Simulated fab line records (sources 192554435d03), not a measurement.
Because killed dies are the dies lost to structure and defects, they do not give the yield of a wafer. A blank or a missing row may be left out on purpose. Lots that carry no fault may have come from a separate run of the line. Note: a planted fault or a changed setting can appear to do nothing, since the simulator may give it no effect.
fab line records	flow n5-finfet
record: lots: 7	wafers: 39
route steps=1938 shown BEOL_M1@754 BEOL_M2@890 BEOL_M4@1064 BEOL_M6@1251
start-h: hours from the record's opening day to when the first of the lot's shown wafers began	wait-h: time in hours since the lot's previous step	" repeats the value in the row above	L1.1+2: a row that stands for several wafers	- no value, or no start given	* or withheld: withheld	< > ~ a bound
route shown NAME@n: names a module that has steps shown in the file, with the first one's number in the route	usual: mean and standard deviation over wafers with no fault	same: alike in all rows	chamber/n: place in a boat	sites: readings site by site	_std_site: the standard deviation of these	_edge_site: inner sites' mean taken away from outer sites' mean	radius-mm: for every site, how far away it sits from the centre of the wafer	mask NAME#n: copy n	behind: the most recent tool/chamber to have shaped the wafer	hold: what put the lot on hold/how long, in hours/how the hold closed	device: whichever transistor did not switch (one of n, p or np)	end of line: tests of these same wafers at the route's end	a step without rows: its recipe alone	killed: dies lost to structure and defects at the first sort, not the wafer's yield	map: per-die view of a wafer (x killed, . not killed, _ where there is no die)
set.NAME: the setting as run; set.NAME@STEP: as run at that earlier step	model.NAME: the simulator's own value behind a step, which no gauge read
lots whose settings were changed on purpose; a table a step, a row a wafer
== steps ==
step: N5_BEOL_M1_HM_DEP_02
recipe: material: TiN	target-thk-a: 200	temp-c: 25	chamber-pressure-pa: 0.49996
lot.wafer	tool	chamber	start-h	wait-h	set.target-thk-a	model.TiN_of_BEOL_M1_HM_DEP_02.thk-nm
L075.1+6	pvd-sputter-02	-	130.53	2.6	244.8	24.4
L075.2	"	-	"	"	244.8	24.6
L075.3	"	-	"	"	200	19.8
L075.4	"	-	"	"	200	20.4
L075.5	"	-	"	"	200	20
L078.1+3+5	pvd-sputter-02	-	143.93	0.6	200	20.4
L078.2+6	"	-	"	"	200	20.8
L078.4	"	-	"	"	200	20.2
L079.1+5+6	pvd-sputter-03	-	157.33	0.4	200	19.6
L079.2+4	"	-	"	"	141.8	13.8
L079.3	"	-	"	"	141.8	13.6
L087.1+5+6	pvd-sputter-03	-	203.50	1.7	200	19.8
L087.2	"	-	"	"	200	20
L087.3	"	-	"	"	200	19.6
L087.4	"	-	"	"	200	20.2
L088.2	pvd-sputter-03	-	203.90	1.4	200	20
L088.3+4	"	-	"	"	200	19.8
L092.1+3+6	pvd-sputter-03	-	226.37	0.6	200	20
L092.2+4+5	"	-	"	"	200	19.8
L093.1+5	pvd-sputter-02	-	235.11	0.8	200	20
L093.2	"	-	"	"	145.1	14.8
L093.3	"	-	"	"	200	20.2
L093.4	"	-	"	"	145.1	14.4
L093.6	"	-	"	"	145.1	14.6
step: N5_BEOL_M1_COAT_61
recipe: resist: SOC	temp-c: 250	time-s: 60	spin-rpm: 1500	resist-thk-nm: 60
step: N5_BEOL_M1_COAT_62
recipe: resist: SiARC	temp-c: 220	time-s: 60	spin-rpm: 1500	resist-thk-nm: 12
step: N5_BEOL_M1_STRIP_75
recipe: chemistry: N2/H2	temp-c: 40	n2-flow-sccm: 200	h2-flow-sccm: 200	rf-frequency-hz: 6e+07
step: N5_BEOL_M1_STRIP_66
recipe: chemistry: CF4	resist: SiARC	power-w: 300	bias-power-w: 75	pressure-mtorr: 50	cf4-flow-sccm: 150	rf-frequency-hz: 6e+07
step: N5_BEOL_M1_HM_OPEN_17
recipe: chemistry: Cl2/BCl3	target-depth-a: 200	overetch-a: 60	target: TiN	mask-material: SOC	ion-energy-ev: 150	pressure-mtorr: 10	icp-w: 1000	bias-w: 126	Cl2_flow_sccm: 53.25	bcl3-flow-sccm: 21.75	Ar_flow_sccm: 25
lot.wafer	tool	chamber	start-h	wait-h	set.target-thk-a@BEOL_M1_HM_DEP_02	model.etch.depth-nm
L075.1	rie-metal-03	1	131.48	0.0	244.8	24.4
L075.2	"	0	"	"	244.8	24.58
L075.3	"	0	"	"	200	19.9
L075.4	"	1	"	"	200	20.44
L075.5	"	1	"	"	200	19.99
L075.6	"	0	"	"	244.8	24.42
L078.1	rie-metal-02	0	145.36	0.0	200	20.42
L078.2	"	1	"	"	200	20.87
L078.3	"	1	"	"	200	20.34
L078.4	"	0	"	"	200	20.26
L078.5	"	0	"	"	200	20.35
L078.6	"	1	"	"	200	20.82
L079.1	rie-metal-02	0	158.21	0.0	200	19.57
L079.2	"	1	"	"	141.8	13.82
L079.3	"	0	"	"	141.8	13.68
L079.4	"	1	"	"	141.8	13.87
L079.5	"	0	"	"	200	19.59
L079.6	"	1	"	"	200	19.61
L087.1	rie-metal-03	0	204.40	0.0	200	19.85
L087.2	"	0	"	"	200	19.9
L087.3	"	0	"	"	200	19.69
L087.4	"	0	"	"	200	20.13
L087.5	"	0	"	"	200	19.8
L087.6	"	0	"	"	200	19.83
L088.2	rie-metal-03	0	204.72	0.1	200	20.02
L088.3	"	0	"	"	200	19.9
L088.4	"	0	"	"	200	19.71
L092.1	rie-metal-02	1	227.15	0.0	200	19.98
L092.2	"	0	"	"	200	19.78
L092.3	"	1	"	"	200	19.96
L092.4	"	0	"	"	200	19.81
L092.5	"	0	"	"	200	19.79
L092.6	"	1	"	"	200	20.09
L093.1	rie-metal-03	1	236.02	0.0	200	19.93
L093.2	"	1	"	"	145.1	14.83
L093.3	"	1	"	"	200	20.11
L093.4	"	1	"	"	145.1	14.37
L093.5	"	1	"	"	200	19.94
L093.6	"	1	"	"	145.1	14.54
step: N5_BEOL_M2_TRENCH_ETCH_37
recipe: chemistry: C4F6/O2	target-depth-a: 555.55	target: SiOC	time-s: 29.2	ion-energy-ev: 250	pressure-mtorr: 30	source-w: 355	bias-w: 185	Ar_flow_sccm: 300	C4F6_flow_sccm: 10	O2_flow_sccm: 10
lot.wafer	tool	chamber	start-h	wait-h	set.target-depth-a	model.BEOL_M2.feature-depth-nm	model.etch.depth-nm	model.TiN_of_BEOL_M2_HM_DEP_02.thk-nm
L075.1	rie-diel-01	3	-	-	555.55	55	54.93	17.6
L075.2	"	0	"	"	795.6	80.6	80.68	16.6
L075.3	"	1	"	"	795.6	81	81.02	16.6
L075.4	"	0	"	"	555.55	56.6	56.6	17.8
L075.5	"	1	"	"	795.6	80.4	80.3	16.6
L075.6	"	3	"	"	555.55	55	55.09	17.6
L078.1	rie-diel-03	2	-	-	555.55	56.4	56.47	17.8
L078.2	"	0	"	"	555.55	55	54.99	17.6
L078.3	"	3	"	"	555.55	54.8	54.74	17.6
L078.4	"	1	"	"	555.55	56.6	56.68	17.6
L078.5	"	0	"	"	555.55	54.6	54.57	17.8
L078.6	"	3	"	"	555.55	54.6	54.52	17.8
L079.1	rie-diel-03	1	-	-	555.55	56.6	56.62	17.4
L079.2	"	0	"	"	555.55	54.8	54.8	17.2
L079.3	"	3	"	"	555.55	55	54.9	17.4
L079.4	"	2	"	"	555.55	56.6	56.68	17.8
L079.5	"	1	"	"	555.55	56.6	56.57	17.4
L079.6	"	0	"	"	555.55	54.8	54.74	17.8
L087.1	rie-diel-01	2	-	-	555.55	55	54.91	18
L087.2	"	3	"	"	555.55	54.2	54.29	18
L087.3	"	1	"	"	555.55	56.8	56.79	17.8
L087.4	"	0	"	"	555.55	56.4	56.34	17.6
L087.5	"	1	"	"	555.55	56.2	56.15	17.8
L087.6	"	0	"	"	555.55	56	56.09	18
L088.2	rie-diel-01	0	-	-	555.55	55.8	55.88	17.4
L088.3	"	1	"	"	555.55	56.8	56.89	17.2
L088.4	"	2	"	"	555.55	55	54.96	17.4
L092.1	rie-diel-01	2	-	-	555.55	55.2	55.12	17.6
L092.2	"	3	"	"	555.55	55	54.95	18
L092.3	"	0	"	"	555.55	55.4	55.45	17.6
L092.4	"	1	"	"	555.55	57.2	57.25	17.6
L092.5	"	2	"	"	555.55	54.8	54.74	17.8
L092.6	"	1	"	"	555.55	56.4	56.46	17.6
L093.1	rie-diel-01	2	-	-	555.55	55.2	55.24	17.8
L093.2	"	1	"	"	388.3	39.6	39.54	18.8
L093.3	"	0	"	"	555.55	55.8	55.8	18
L093.4	"	3	"	"	388.3	38.6	38.64	18.6
L093.5	"	2	"	"	388.3	38.4	38.34	18.4
L093.6	"	1	"	"	555.55	56.8	56.89	17.8
step: N5_BEOL_M2_ETCH_41
recipe: chemistry: CH3F/O2	target: SiCN	target-depth-a: 299	taper-deg: 2	time-s: 52.5	ion-energy-ev: 120	mask-material: TiN	pressure-mtorr: 30	source-w: 395	bias-w: 75	Ar_flow_sccm: 150	CH3F_flow_sccm: 30	O2_flow_sccm: 20
step: N5_BEOL_M2_STRIP_97
recipe: chemistry: N2/H2	time-s: 10	power-w: 450	temp-c: 40	pressure-mtorr: 20	rf-frequency-hz: 6e+07	bias-power-w: 7	n2-flow-sccm: 200	h2-flow-sccm: 200
step: N5_BEOL_M2_OCD_MEAS_38
usual: trench-depth-nm: 55.8/1.1
lot.wafer	tool	chamber	start-h	wait-h	set.target-depth-a@BEOL_M2_TRENCH_ETCH_37	trench-depth-nm
L075.1	ocd-02	-	145.98	-	555.55	54.8
L075.2	"	-	"	"	795.6	80.8
L075.3	"	-	"	"	795.6	80.8
L075.4	"	-	"	"	555.55	56.3
L075.5	"	-	"	"	795.6	80.7
L075.6	"	-	"	"	555.55	55.4
L078.1	ocd-01	-	170.40	-	555.55	56.3
L078.2	"	-	"	"	555.55	54.7
L078.3	"	-	"	"	555.55	55.2
L078.4	"	-	"	"	555.55	56.9
L078.5	"	-	"	"	555.55	54.5
L078.6	"	-	"	"	555.55	54.7
L079.1	ocd-01	-	185.79	-	555.55	57.0
L079.2	"	-	"	"	555.55	54.9
L079.3	"	-	"	"	555.55	54.7
L079.4	"	-	"	"	555.55	57.0
L079.5	"	-	"	"	555.55	56.4
L079.6	"	-	"	"	555.55	54.8
L087.1	ocd-02	-	224.62	-	555.55	55.1
L087.2	"	-	"	"	555.55	54.4
L087.3	"	-	"	"	555.55	57.1
L087.4	"	-	"	"	555.55	56.2
L087.5	"	-	"	"	555.55	56.1
L087.6	"	-	"	"	555.55	55.9
L088.2	ocd-02	-	227.42	-	555.55	56.3
L088.3	"	-	"	"	555.55	56.7
L088.4	"	-	"	"	555.55	55.2
L092.1	ocd-02	-	247.59	-	555.55	55.0
L092.2	"	-	"	"	555.55	55.8
L092.3	"	-	"	"	555.55	55.5
L092.4	"	-	"	"	555.55	57.0
L092.5	"	-	"	"	555.55	54.6
L092.6	"	-	"	"	555.55	56.6
L093.1	ocd-02	-	255.29	-	555.55	55.5
L093.2	"	-	"	"	388.3	39.4
L093.3	"	-	"	"	555.55	55.4
L093.4	"	-	"	"	388.3	39.0
L093.5	"	-	"	"	388.3	38.0
L093.6	"	-	"	"	555.55	56.8
step: N5_BEOL_M2_HM_STRIP_39
recipe: chemistry: peroxide-tin-strip	material: TiN	target-depth-a: 250	temp-c: 50	time-s: 158
step: N5_BEOL_M2_SRD_40
recipe: time-s: 30	temp-c: 23	rinse-liquid: diw	dry: ipa-marangoni
step: N5_BEOL_M2_ECD_50
recipe: material: Cu	target-thk-a: 3000
step: N5_BEOL_M2_ANNEAL_51
recipe: temp-c: 225	time-s: 90	ambient: N2
step: N5_BEOL_M2_CMP_52
recipe: stop-on: SiOC	t-overpolish-s: 6.8	down-force-psi: 1	platen-rpm: 50	clearing-platen-down-force-psi: 1.5	clearing-platen-rpm: 50	post-cmp-clean: cu-alkaline	target-thk-nm: 40	clearing-platen-pad-velocity-m-s: 0.99484	pad-velocity-m-s: 0.99484
lot.wafer	tool	chamber	start-h	wait-h	set.target-depth-a@BEOL_M2_TRENCH_ETCH_37	model.Cu_of_BEOL_M2_ECD_50.thk-nm
L075.2	cmp-01	1	149.59	0.2	795.6	64.6
L075.3	"	2	"	"	795.6	66
L075.4	"	3	"	"	555.55	42.4
L075.1	"	0	"	"	555.55	36.4
L075.6	"	1	"	"	555.55	38
L075.5	"	2	"	"	795.6	64.8
L078.4+1	cmp-03	0,3	174.58	0.1	555.55	41
L078.3	"	1	"	"	555.55	39.2
L078.2	"	2	"	"	555.55	40.4
L078.5	"	0	"	"	555.55	38
L078.6	"	1	"	"	555.55	39
L079.3	cmp-01	1	189.70	0.2	555.55	39.4
L079.2	"	2	"	"	555.55	40.8
L079.4	"	3	"	"	555.55	44.6
L079.1	"	0	"	"	555.55	40.4
L079.5	"	1	"	"	555.55	42.4
L079.6	"	2	"	"	555.55	41.4
L087.4	cmp-01	1	228.06	0.1	555.55	38.8
L087.1	"	2	"	"	555.55	38.6
L087.2	"	3	"	"	555.55	40.2
L087.3	"	0	"	"	555.55	37.8
L087.6	"	1	"	"	555.55	38.4
L087.5	"	2	"	"	555.55	39.4
L088.3+2	cmp-03	2,0	233.36	0.2	555.55	41.8
L088.4	"	3	"	"	555.55	39.4
L092.2	cmp-03	0	252.52	0.2	555.55	39.4
L092.3	"	1	"	"	555.55	40.2
L092.1	"	2	"	"	555.55	41.4
L092.4	"	3	"	"	555.55	40.8
L092.6	"	0	"	"	555.55	41.2
L092.5	"	1	"	"	555.55	39.6
L093.2	cmp-02	1	258.74	0.2	388.3	26
L093.4+5	"	2	"	"	388.3	21.2
L093.1	"	3	"	"	555.55	38.2
L093.3	"	0	"	"	555.55	40.2
L093.6	"	1	"	"	555.55	42.2
step: N5_BEOL_M2_THK_MEAS_53
recipe: thk-meas-gauge: xrf	reads: Cu_of_BEOL_M2_ECD_50
usual: M2_THK: 40.8/1.8
lot.wafer	tool	chamber	start-h	wait-h	set.target-depth-a@BEOL_M2_TRENCH_ETCH_37	M2_THK[nm]
L075.1	film-metro-02	-	149.89	-	555.55	36.9
L075.2	"	-	"	"	795.6	65.4
L075.3	"	-	"	"	795.6	66.9
L075.4	"	-	"	"	555.55	43.1
L075.5	"	-	"	"	795.6	66.0
L075.6	"	-	"	"	555.55	38.6
L078.1	film-metro-01	-	174.88	-	555.55	41.9
L078.2	"	-	"	"	555.55	41.3
L078.3	"	-	"	"	555.55	39.9
L078.4	"	-	"	"	555.55	41.9
L078.5	"	-	"	"	555.55	38.8
L078.6	"	-	"	"	555.55	39.8
L079.1	film-metro-01	-	189.99	-	555.55	41.2
L079.2	"	-	"	"	555.55	41.6
L079.3	"	-	"	"	555.55	40.4
L079.4	"	-	"	"	555.55	45.4
L079.5	"	-	"	"	555.55	43.2
L079.6	"	-	"	"	555.55	42.3
L087.1	film-metro-02	-	228.35	-	555.55	39.6
L087.2	"	-	"	"	555.55	41.0
L087.3	"	-	"	"	555.55	38.6
L087.4	"	-	"	"	555.55	39.3
L087.5	"	-	"	"	555.55	40.4
L087.6	"	-	"	"	555.55	39.2
L088.2	film-metro-02	-	233.61	-	555.55	42.7
L088.3	"	-	"	"	555.55	42.9
L088.4	"	-	"	"	555.55	40.6
L092.1	film-metro-02	-	252.82	-	555.55	42.6
L092.2	"	-	"	"	555.55	40.0
L092.3	"	-	"	"	555.55	41.1
L092.4	"	-	"	"	555.55	41.2
L092.5	"	-	"	"	555.55	40.3
L092.6	"	-	"	"	555.55	41.8
L093.1	film-metro-01	-	259.04	-	555.55	39.2
L093.2	"	-	"	"	388.3	26.7
L093.3	"	-	"	"	555.55	41.2
L093.4	"	-	"	"	388.3	21.8
L093.5	"	-	"	"	388.3	21.7
L093.6	"	-	"	"	555.55	43.1
step: N5_BEOL_M4_ETCH_70
recipe: chemistry: N2/H2	target: SOC	target-depth-a: 800	overetch-a: 240	mask-material: SiARC	temp-c: 40	time-s: 130	ion-energy-ev: 200	pressure-mtorr: 30	source-w: 840	bias-w: 150	n2-flow-sccm: 200	h2-flow-sccm: 200
lot.wafer	tool	chamber	start-h	wait-h	set.time-s	model.SiARC_of_BEOL_M4_COAT_68.thk-nm
L075.1+2+5	rie-diel-01	1,3,3	186.98	0.0	130	5.8
L075.3+6	"	0	"	"	130	5.4
L075.4	"	2	"	"	130	6
L078.1+5	rie-diel-04	0,2	194.73	0.0	165.7	4
L078.2	"	3	"	"	165.7	4.6
L078.3	"	1	"	"	130	5.6
L078.4	"	2	"	"	130	5.8
L078.6	"	3	"	"	130	6.4
L079.1	rie-diel-04	3	204.61	0.0	130	6.4
L079.2	"	0	"	"	130	5.8
L079.3+6	"	2,0	"	"	74.17	8.4
L079.4	"	1	"	"	130	5.6
L079.5	"	3	"	"	74.17	8.6
L087.1+5	rie-diel-03	0	251.38	0.0	130	6.2
L087.2+4	"	1	"	"	130	6
L087.3+6	"	2	"	"	130	5.8
L088.2	rie-diel-03	0	257.71	0.0	130	6.2
L088.3	"	3	"	"	130	5.6
L088.4	"	1	"	"	130	6
L092.1	rie-diel-01	0	267.88	0.0	130	5.6
L092.2+5	"	1	"	"	177.1	3.6
L092.3+6	"	3,2	"	"	130	6
L092.4	"	2	"	"	177.1	4
L093.1+5	rie-diel-01	1	287.37	0.0	130	5.8
L093.2	"	0	"	"	130	5.6
L093.3+4+6	"	2,3,2	"	"	130	6
step: N5_BEOL_M6_ALD_77
recipe: material: TaN	target-thk-a: 20	temp-c: 275	ald-precursor-family: PDMAT	ald-co-reactant: NH3	pressure-torr: 3	carrier-flow-sccm: 1500	pulse-time-s: 2	purge-time-s: 3	co-reactant-purge-time-s: 2	co-reactant-pulse-time-s: 3	ald-cycles: 40	precursor-vessel-temp-c: 75	precursor-vessel-pressure-torr: 26.25	precursor-vessel-carrier-sccm: 1000
lot.wafer	tool	chamber	start-h	wait-h	set.ald-cycles	model.TaN_of_BEOL_M6_ALD_77.thk-nm
L075.1+2+3+4+5+6	ald-metal-02	3,0,1,2,0,3	212.77	0.1	40	2
L078.1+3+6	ald-metal-02	3,2,1	215.35	0.1	40	2
L078.2+5	"	0	"	"	22	1
L078.4	"	1	"	"	22	1.2
L079.1+3+4	ald-metal-03	3,1,1	226.11	0.0	40	2
L079.2+5	"	0	"	"	34	1.8
L079.6	"	3	"	"	34	1.6
L087.1+3+5	ald-metal-04	1,0,1	278.20	0.2	51	2.6
L087.2+4+6	"	2,3,0	"	"	40	2
L088.2+3+4	ald-metal-02	3,0,2	286.78	0.1	40	2
L092.1+2+3+4+5+6	ald-metal-02	3,0,2,1,2,3	292.06	0.0	40	2
L093.1+2+3+4+5+6	ald-metal-03	2,3,1,3,2,1	311.00	0.0	40	2
== key ==
split: step: N5_BEOL_M1_HM_DEP_02	setting: target-thk-a	stated: 200	by: wafer
response: step: N5_BEOL_M1_HM_DEP_02	reading: model.TiN_of_BEOL_M1_HM_DEP_02.thk-nm	change: +0.199	per: 1%	r: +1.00
response: step: N5_BEOL_M1_HM_OPEN_17	reading: model.etch.depth-nm	change: +0.197	per: 1%	r: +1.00
split: step: N5_BEOL_M2_TRENCH_ETCH_37	setting: target-depth-a	stated: 555.55	by: wafer
response: step: N5_BEOL_M2_TRENCH_ETCH_37	reading: model.BEOL_M2.feature-depth-nm	change: +0.577	per: 1%	r: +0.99
response: step: N5_BEOL_M2_TRENCH_ETCH_37	reading: model.etch.depth-nm	change: +0.577	per: 1%	r: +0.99
response: step: N5_BEOL_M2_TRENCH_ETCH_37	reading: model.TiN_of_BEOL_M2_HM_DEP_02.thk-nm	change: -0.0246	per: 1%	r: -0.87
response: step: N5_BEOL_M2_OCD_MEAS_38	reading: trench-depth-nm	change: +0.578	per: 1%	r: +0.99
response: step: N5_BEOL_M2_CMP_52	reading: model.Cu_of_BEOL_M2_ECD_50.thk-nm	change: +0.597	per: 1%	r: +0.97
response: step: N5_BEOL_M2_THK_MEAS_53	reading: M2_THK	change: +0.607	per: 1%	r: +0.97
split: step: N5_BEOL_M4_ETCH_70	setting: time-s	stated: 130	by: wafer
response: step: N5_BEOL_M4_ETCH_70	reading: model.SiARC_of_BEOL_M4_COAT_68.thk-nm	change: -0.0597	per: 1%	r: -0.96
split: step: N5_BEOL_M6_ALD_77	setting: ald-cycles	stated: 40	by: wafer
response: step: N5_BEOL_M6_ALD_77	reading: model.TaN_of_BEOL_M6_ALD_77.thk-nm	change: +0.0208	per: 1%	r: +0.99
